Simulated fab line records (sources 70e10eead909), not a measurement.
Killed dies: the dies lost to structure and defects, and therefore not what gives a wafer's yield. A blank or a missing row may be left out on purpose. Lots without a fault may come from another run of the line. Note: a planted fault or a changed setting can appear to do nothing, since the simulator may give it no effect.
Which tool was responsible? ; flow nand_harc ; 23 lots, 69 wafers sampled, at 6 steps of a route of 1159

WHAT EACH GAUGE READ, for each wafer
The record lacks any reading of a measuring or inspecting step that a usual standard deviation could be used to judge.

TOOL THAT RAN EACH LOT (tool first, then ch and the chambers of the sampled wafers, then the start)
lot;NHARC_A_SGD_CUT_ETCH_59;NHARC_A_SLIT_ETCH_26;NHARC_A_SLIT_STRIP_18;NHARC_A_WL_FILL_ALD_02;NHARC_A_WL_FILL_ALD_10;NHARC_A_CONTACT_ETCH_50
L074;rie_diel-04 ch 0,1,2, day 14 13:11 or earlier;har_etch-01 ch 0,1, day 14 13:11;rie_diel-05 ch 1,2,3, day 14 21:03 or earlier;ald_metal-01 ch 0,1,3, day 14 21:03;ald_hk-01 ch 0,1,2, day 15 08:46;rie_diel-02 ch 0,1,3, no start
L075;rie_diel-01 ch 1,2, day 14 15:19 or earlier;har_etch-02 ch 0,1, day 14 15:19;rie_diel-05 ch 1,2,3, day 15 00:45 or earlier;ald_metal-02 ch 1,2,3, day 15 00:45;ald_hk-04 ch 1,2,3, day 15 14:07;rie_diel-02 ch 1,3, no start
L076;rie_diel-10 ch 1,2,3, day 14 16:33 or earlier;har_etch-01 ch 0,1, day 14 16:33;rie_diel-12 ch 0,1,2, day 15 00:38 or earlier;ald_metal-04 ch 1,2,3, day 15 00:38;ald_hk-01 ch 0,1,3, day 15 14:07;rie_diel-02 ch 0,2,3, no start
L077;rie_diel-04 ch 1,2,3, day 14 14:55 or earlier;har_etch-01 ch 0, day 14 14:55;rie_diel-12 ch 0,2,3, day 15 00:18 or earlier;ald_metal-02 ch 1,3, day 15 00:18;ald_hk-02 ch 0,2,3, day 15 11:53;rie_diel-02 ch 0,2,3, no start
L079;rie_diel-01 ch 0,2,3, day 15 13:49 or earlier;har_etch-01 ch 0,1, day 15 13:49;rie_diel-08 ch 2,3, day 15 23:19 or earlier;ald_metal-01 ch 0,1,2, day 15 23:19;ald_hk-01 ch 1,2, day 16 15:38;rie_diel-02 ch 2,3, no start
L078;rie_diel-04 ch 2,3, day 15 15:21 or earlier;har_etch-02 ch 0,1, day 15 15:21;rie_diel-12 ch 0,3, day 15 23:05 or earlier;ald_metal-04 ch 0,1,3, day 15 23:05;ald_hk-02 ch 0,1,3, day 16 13:37;rie_diel-02 ch 0,1,3, no start
L080;rie_diel-01 ch 0,1,2, day 15 13:38 or earlier;har_etch-02 ch 0,1, day 15 13:38;rie_diel-05 ch 1,2,3, day 15 23:13 or earlier;ald_metal-02 ch 0,2,3, day 15 23:13;ald_hk-01 ch 0,2,3, day 16 12:34;rie_diel-02 ch 0,1,2, no start
L081;rie_diel-10 ch 1,2, day 15 18:57 or earlier;har_etch-01 ch 0,1, day 15 18:57;rie_diel-05 ch 0,2,3, day 16 04:26 or earlier;ald_metal-01 ch 0,1, day 16 04:26;ald_hk-01 ch 0,1,3, day 16 20:42;rie_diel-02 ch 0,1, no start
L082;rie_diel-04 ch 0,1,2, day 16 17:41 or earlier;har_etch-01 ch 0, day 16 17:41;rie_diel-12 ch 2,3, day 17 03:04 or earlier;ald_metal-04 ch 1,2,3, day 17 03:04;ald_hk-04 ch 1,2,3, day 17 19:14;rie_diel-02 ch 0,1,3, no start
L083;rie_diel-01 ch 0,1,2, day 16 18:55 or earlier;har_etch-02 ch 0,1, day 16 18:55;rie_diel-05 ch 0,1,3, day 17 03:11 or earlier;ald_metal-02 ch 1,2,3, day 17 03:11;ald_hk-02 ch 1,2,3, day 17 19:13;rie_diel-02 ch 2,3, no start
L086;rie_diel-01 ch 0,2,3, day 17 07:08 or earlier;har_etch-02 ch 0,1, day 17 07:08;rie_diel-08 ch 0,1,2, day 17 16:39 or earlier;ald_metal-02 ch 0,1,2, day 17 16:39;ald_hk-04 ch 1,2,3, day 18 10:39;rie_diel-02 ch 0,2,3, no start
L087;rie_diel-10 ch 0,3, day 17 09:10 or earlier;har_etch-01 ch 0,1, day 17 09:10;rie_diel-05 ch 1,3, day 17 16:30 or earlier;ald_metal-04 ch 1,2, day 17 16:30;ald_hk-02 ch 0,1,3, day 18 04:08;rie_diel-02 ch 0,2, no start
L085;rie_diel-10 ch 0,1,3, day 17 11:14 or earlier;har_etch-02 ch 0, day 17 11:14;rie_diel-08 ch 0,1,3, day 17 21:46 or earlier;ald_metal-02 ch 2,3, day 17 21:46;ald_hk-01 ch 2,3, day 18 11:34;rie_diel-11 ch 0,1,3, no start
L089;rie_diel-04 ch 0,1, day 18 11:35 or earlier;har_etch-02 ch 0,1, day 18 11:35;rie_diel-08 ch 0,2,3, day 18 21:05 or earlier;ald_metal-02 ch 0,2,3, day 18 21:05;ald_hk-01 ch 0,1,2, day 19 10:46;rie_diel-11 ch 0,1,3, no start
L088;rie_diel-10 ch 0,1,3, day 18 12:20 or earlier;har_etch-01 ch 0,1, day 18 12:20;rie_diel-05 ch 0,1,3, day 18 20:58 or earlier;ald_metal-04 ch 0,3, day 18 20:58;ald_hk-02 ch 0,1, day 19 10:46;rie_diel-02 ch 1,2, no start
L093;rie_diel-04 ch 1,2, day 18 18:07 or earlier;har_etch-02 ch 0, day 18 18:07;rie_diel-05 ch 2,3, day 19 03:28 or earlier;ald_metal-04 ch 0,1, day 19 03:28;ald_hk-02 ch 0,1,3, day 19 15:16;rie_diel-03 ch 1,2,3, no start
L092;rie_diel-01 ch 0,1,3, day 18 19:44 or earlier;har_etch-02 ch 0,1, day 18 19:44;rie_diel-08 ch 1,2,3, day 19 03:33 or earlier;ald_metal-01 ch 1,2,3, day 19 03:33;ald_hk-01 ch 0,1,2, day 19 13:45;rie_diel-02 ch 0,1,2, no start
L090;rie_diel-10 ch 0,1,3, day 18 18:17 or earlier;har_etch-01 ch 0,1, day 18 18:17;rie_diel-12 ch 2,3, day 19 03:38 or earlier;ald_metal-02 ch 1,2,3, day 19 03:38;ald_hk-01 ch 1,2,3, day 19 17:54;rie_diel-03 ch 0,1,3, no start
L091;rie_diel-01 ch 0,1,2, day 18 21:24 or earlier;har_etch-01 ch 0,1, day 18 21:24;rie_diel-08 ch 0,1,3, day 19 06:50 or earlier;ald_metal-04 ch 0,1,2, day 19 06:50;ald_hk-01 ch 0,1,3, day 19 19:58;rie_diel-02 ch 0,2,3, no start
L094;rie_diel-04 ch 0,1,3, day 19 12:11 or earlier;har_etch-01 ch 0,1, day 19 12:11;rie_diel-12 ch 1,2,3, day 19 21:39 or earlier;ald_metal-04 ch 0,2,3, day 19 21:39;ald_hk-01 ch 0,1,3, day 20 11:46;rie_diel-03 ch 0,2,3, no start
L095;rie_diel-01 ch 2,3, day 20 02:13 or earlier;har_etch-01 ch 0,1, day 20 02:13;rie_diel-05 ch 0,1, day 20 11:49 or earlier;ald_metal-02 ch 0,1, day 20 11:49;ald_hk-01 ch 0,1,3, day 20 23:36;rie_diel-03 ch 1,2, no start
L096;rie_diel-10 ch 0,1, day 20 02:23 or earlier;har_etch-02 ch 0,1, day 20 02:23;rie_diel-12 ch 1,2, day 20 11:36 or earlier;ald_metal-04 ch 0,3, day 20 11:36;ald_hk-02 ch 0,1,2, day 21 00:05;rie_diel-02 ch 0,1,3, no start
L097;rie_diel-01 ch 1,2,3, day 20 08:50 or earlier;har_etch-02 ch 0,1, day 20 08:50;rie_diel-08 ch 0,1,2, day 20 18:12 or earlier;ald_metal-02 ch 0,1,2, day 20 18:12;ald_hk-02 ch 0,1,3, day 21 05:50;rie_diel-03 ch 0,1,2, no start
- NHARC_A_SGD_CUT_ETCH_59: etches the open film in N2/H2, target depth 260 nm, time 406.25 s.
- NHARC_A_SLIT_ETCH_26: etches the open film in C4F8/O2/Ar, time 90 s, target depth 400 nm.
- NHARC_A_SLIT_STRIP_18: strips in O2.
- NHARC_A_WL_FILL_ALD_02: deposits TiN, target thk 2 nm, pulse time 3 s, ald cycles 100.
- NHARC_A_WL_FILL_ALD_10: deposits SiO2, target thk 50 nm, pulse time 10 s, ald cycles 500.
- NHARC_A_CONTACT_ETCH_50: etches the open film in CF4/CHF3, target depth 84.7 nm, time 42.4 s.

WHAT THE TOOLS THEMSELVES READ (means of the sampled wafers that have a number; where no wafer has one, the mark that the record gives instead)
NHARC_A_SGD_CUT_ETCH_59. Usual: drypump_motor_current_A 5.8 A, standard deviation 0.52; oes_product_au 1.001 a.u., standard deviation 0.0094; rf_vpp_V 431.0 V, standard deviation 2.3; showerhead_plenum_p_Torr 2.06 Torr, standard deviation 0.082; throttle_valve_pct 14.171 %, standard deviation 0.009.
lot;tool;drypump_motor_current_A (A);oes_product_au (a.u.);rf_vpp_V (V);showerhead_plenum_p_Torr (Torr);throttle_valve_pct (%);flag
L074;rie_diel-04;5.4;1.006;432.1;2.13;14.177;
L075;rie_diel-01;5.3;0.994;430.3;2.05;14.173;
L076;rie_diel-10;5.9;0.997;429.6;2.01;14.166;
L077;rie_diel-04;5.9;1.010;433.7;2.15;14.178;
L079;rie_diel-01;5.9;1.010;430.3;2.03;14.162;
L078;rie_diel-04;5.9;1.011;433.2;2.16;14.170;
L080;rie_diel-01;5.9;0.996;432.5;2.09;14.173;
L081;rie_diel-10;5.9;0.997;429.8;2.03;14.169;
L082;rie_diel-04;5.4;1.011;433.5;2.13;14.176;
L083;rie_diel-01;5.9;0.991;431.5;2.09;14.168;
L086;rie_diel-01;5.9;1.008;429.2;2.03;14.167;
L087;rie_diel-10;5.9;0.990;428.1;1.96;14.174;
L085;rie_diel-10;6.0;0.997;429.2;1.98;14.170;
L089;rie_diel-04;5.5;1.014;432.2;2.12;14.168;
L088;rie_diel-10;6.0;0.992;429.2;1.98;14.159;
L093;rie_diel-04;5.8;1.010;433.5;2.16;14.174;
L092;rie_diel-01;6.3;1.000;431.1;2.07;14.169;
L090;rie_diel-10;6.0;0.996;429.0;1.98;14.175;
L091;rie_diel-01;5.8;0.991;431.3;2.09;14.176;
L094;rie_diel-04;5.6;1.004;432.6;2.12;14.169;
L095;rie_diel-01;5.9;1.004;428.5;1.96;14.160;
L096;rie_diel-10;6.0;1.001;429.9;2.00;14.168;
L097;rie_diel-01;5.9;1.000;430.1;2.03;14.170;

NHARC_A_SLIT_ETCH_26. Usual: drypump_motor_current_A 5.9 A, standard deviation 0.47; he_backside_leak_sccm 5.5 sccm, standard deviation 0.33; showerhead_plenum_p_Torr 3.77 Torr, standard deviation 0.074; throttle_valve_pct 27.619 %, standard deviation 0.0094.
lot;tool;drypump_motor_current_A (A);he_backside_leak_sccm (sccm);showerhead_plenum_p_Torr (Torr);throttle_valve_pct (%);flag
L074;har_etch-01;5.4;5.3;3.84;27.625;
L075;har_etch-02;6.2;5.7;3.71;27.621;
L076;har_etch-01;5.4;5.0;3.83;27.619;
L077;har_etch-01;5.6;5.6;3.83;27.618;
L079;har_etch-01;5.5;5.3;3.83;27.613;
L078;har_etch-02;6.2;5.6;3.70;27.625;
L080;har_etch-02;6.4;5.8;3.75;27.615;
L081;har_etch-01;5.4;5.2;3.82;27.619;
L082;har_etch-01;5.7;5.5;3.82;27.619;
L083;har_etch-02;6.4;5.8;3.75;27.624;
L086;har_etch-02;6.4;5.8;3.75;27.624;
L087;har_etch-01;5.6;5.4;3.82;27.621;
L085;har_etch-02;6.1;5.7;3.64;27.611;
L089;har_etch-02;6.4;5.7;3.74;27.609;
L088;har_etch-01;5.4;5.2;3.81;27.615;
L093;har_etch-02;6.1;5.7;3.64;27.619;
L092;har_etch-02;6.4;5.5;3.74;27.620;
L090;har_etch-01;5.6;5.3;3.81;27.625;
L091;har_etch-01;5.4;5.3;3.81;27.614;
L094;har_etch-01;5.4;5.1;3.80;27.625;
L095;har_etch-01;5.6;5.3;3.80;27.627;
L096;har_etch-02;6.4;6.0;3.73;27.625;
L097;har_etch-02;6.4;6.0;3.72;27.613;

NHARC_A_SLIT_STRIP_18. Usual: drypump_motor_current_A 5.8 A, standard deviation 0.51; oes_product_au 0.996 a.u., standard deviation 0.0093; rf_vpp_V 57.9 V, standard deviation 0.81; showerhead_plenum_p_Torr 3.53 Torr, standard deviation 0.13; throttle_valve_pct 17.037 %, standard deviation 0.0091.
lot;tool;drypump_motor_current_A (A);oes_product_au (a.u.);rf_vpp_V (V);showerhead_plenum_p_Torr (Torr);throttle_valve_pct (%);flag
L074;rie_diel-05;5.5;0.991;58.0;3.57;17.043;
L075;rie_diel-05;5.5;0.998;57.6;3.57;17.031;
L076;rie_diel-12;6.1;0.998;57.7;3.60;17.037;
L077;rie_diel-12;6.5;0.991;57.1;3.61;17.029;
L079;rie_diel-08;5.5;0.994;58.6;3.45;17.040;
L078;rie_diel-12;6.3;1.001;58.3;3.50;17.042;
L080;rie_diel-05;5.5;0.988;58.0;3.57;17.040;
L081;rie_diel-05;5.4;0.981;58.0;3.59;17.028;
L082;rie_diel-12;6.6;0.996;58.5;3.66;17.036;
L083;rie_diel-05;5.9;0.994;57.9;3.64;17.037;
L086;rie_diel-08;5.8;0.999;57.4;3.37;17.038;
L087;rie_diel-05;5.6;0.992;58.5;3.64;17.038;
L085;rie_diel-08;5.7;1.000;57.3;3.41;17.034;
L089;rie_diel-08;5.5;1.007;57.5;3.43;17.038;
L088;rie_diel-05;5.9;0.997;58.2;3.64;17.032;
L093;rie_diel-05;5.1;0.986;57.7;3.52;17.040;
L092;rie_diel-08;5.7;1.003;58.2;3.43;17.031;
L090;rie_diel-12;6.5;0.998;58.4;3.71;17.030;
L091;rie_diel-08;5.7;1.000;58.5;3.41;17.034;
L094;rie_diel-12;6.3;0.993;58.3;3.64;17.037;
L095;rie_diel-05;6.2;0.996;58.2;3.63;17.041;
L096;rie_diel-12;6.3;0.998;57.3;3.69;17.034;
L097;rie_diel-08;5.7;1.004;57.8;3.36;17.040;

NHARC_A_WL_FILL_ALD_02. Usual: heater_power_w 1126 W, standard deviation 110; precursor_pulse_height_rel 1.004, standard deviation 0.019.
lot;tool;heater_power_w (W);precursor_pulse_height_rel;flag
L074;ald_metal-01;1158;1.001;
L075;ald_metal-02;1123;0.975;
L076;ald_metal-04;1082;1.003;
L077;ald_metal-02;1082;1.011;
L079;ald_metal-01;1218;1.005;
L078;ald_metal-04;1083;1.008;
L080;ald_metal-02;1073;1.006;
L081;ald_metal-01;1172;0.980;
L082;ald_metal-04;1073;1.009;
L083;ald_metal-02;1157;1.002;
L086;ald_metal-02;1138;0.983;
L087;ald_metal-04;949;1.009;
L085;ald_metal-02;1096;1.005;
L089;ald_metal-02;1088;1.032;
L088;ald_metal-04;1209;1.006;
L093;ald_metal-04;965;1.000;
L092;ald_metal-01;1232;1.009;
L090;ald_metal-02;1153;1.003;
L091;ald_metal-04;1050;0.985;
L094;ald_metal-04;1165;1.025;
L095;ald_metal-02;1210;1.009;
L096;ald_metal-04;1180;1.001;
L097;ald_metal-02;1180;0.991;

NHARC_A_WL_FILL_ALD_10. Usual: heater_power_w 456 W, standard deviation 35; precursor_pulse_height_rel 0.999, standard deviation 0.022.
lot;tool;heater_power_w (W);precursor_pulse_height_rel;flag
L074;ald_hk-01;466;0.996;
L075;ald_hk-04;449;1.021;
L076;ald_hk-01;446;1.010;
L077;ald_hk-02;466;0.990;
L079;ald_hk-01;438;1.004;
L078;ald_hk-02;441;1.014;
L080;ald_hk-01;455;1.000;
L081;ald_hk-01;437;0.990;
L082;ald_hk-04;467;1.023;
L083;ald_hk-02;442;1.004;
L086;ald_hk-04;464;1.000;
L087;ald_hk-02;440;1.011;
L085;ald_hk-01;433;0.972;
L089;ald_hk-01;447;0.985;
L088;ald_hk-02;455;0.983;
L093;ald_hk-02;448;0.987;
L092;ald_hk-01;449;1.004;
L090;ald_hk-01;434;1.000;
L091;ald_hk-01;454;0.992;
L094;ald_hk-01;454;0.992;
L095;ald_hk-01;447;0.996;
L096;ald_hk-02;474;1.000;
L097;ald_hk-02;448;1.008;

NHARC_A_CONTACT_ETCH_50. Usual: drypump_motor_current_A 5.4 A, standard deviation 0.48; oes_product_au 0.956 a.u., standard deviation 0.021; rf_vpp_V 370.4 V, standard deviation 1.7; showerhead_plenum_p_Torr 1.57 Torr, standard deviation 0.044; throttle_valve_pct 16.803 %, standard deviation 0.0095.
lot;tool;drypump_motor_current_A (A);oes_product_au (a.u.);rf_vpp_V (V);showerhead_plenum_p_Torr (Torr);throttle_valve_pct (%);flag
L074;rie_diel-02;5.2;0.963;370.6;1.56;16.798;
L075;rie_diel-02;5.6;0.955;369.3;1.53;16.803;
L076;rie_diel-02;5.3;0.972;370.2;1.56;16.804;
L077;rie_diel-02;5.2;0.982;370.0;1.56;16.807;
L079;rie_diel-02;5.6;0.949;368.1;1.53;16.803;
L078;rie_diel-02;5.2;0.964;369.5;1.56;16.807;
L080;rie_diel-02;5.1;0.967;371.4;1.57;16.804;
L081;rie_diel-02;4.9;0.976;371.3;1.59;16.798;
L082;rie_diel-02;5.2;0.959;369.7;1.56;16.806;
L083;rie_diel-02;5.6;0.967;369.9;1.53;16.806;
L086;rie_diel-02;5.3;0.931;370.5;1.56;16.803;
L087;rie_diel-02;5.2;0.946;370.5;1.57;16.792;
L085;rie_diel-11;6.0;0.933;369.0;1.54;16.809;
L089;rie_diel-11;6.0;0.916;369.4;1.54;16.798;
L088;rie_diel-02;5.3;0.959;370.0;1.55;16.793;
L093;rie_diel-03;5.7;0.983;371.7;1.59;16.811;
L092;rie_diel-02;5.1;0.967;370.8;1.57;16.805;
L090;rie_diel-03;5.7;0.922;371.4;1.59;16.805;
L091;rie_diel-02;5.3;0.964;369.7;1.56;16.806;
L094;rie_diel-03;6.0;0.970;372.0;1.60;16.800;
L095;rie_diel-03;5.2;0.957;371.0;1.61;16.791;
L096;rie_diel-02;5.2;0.964;370.1;1.56;16.806;
L097;rie_diel-03;5.4;0.923;372.3;1.62;16.796;

THE ANSWER, worked out from the rows above alone
Rule: take the mean of a lot's wafers that have a number; if it is more than 3 standard deviations from the usual mean, the lot is off. A lot without any number at a reading at which 4 lots or more have one is off too. The other lots that the step has rows for count as sound. First the gauges in route order, then the tools' own readings, where a lot's mean is used as printed above. At the first step where some lot is off, the reading lying furthest off is the one used; lots without a number count as furthest.
Across all readings shown, no lot is off: no conclusion can be drawn from this.

WHAT HAD BEEN PUT IN BY THE SIMULATOR
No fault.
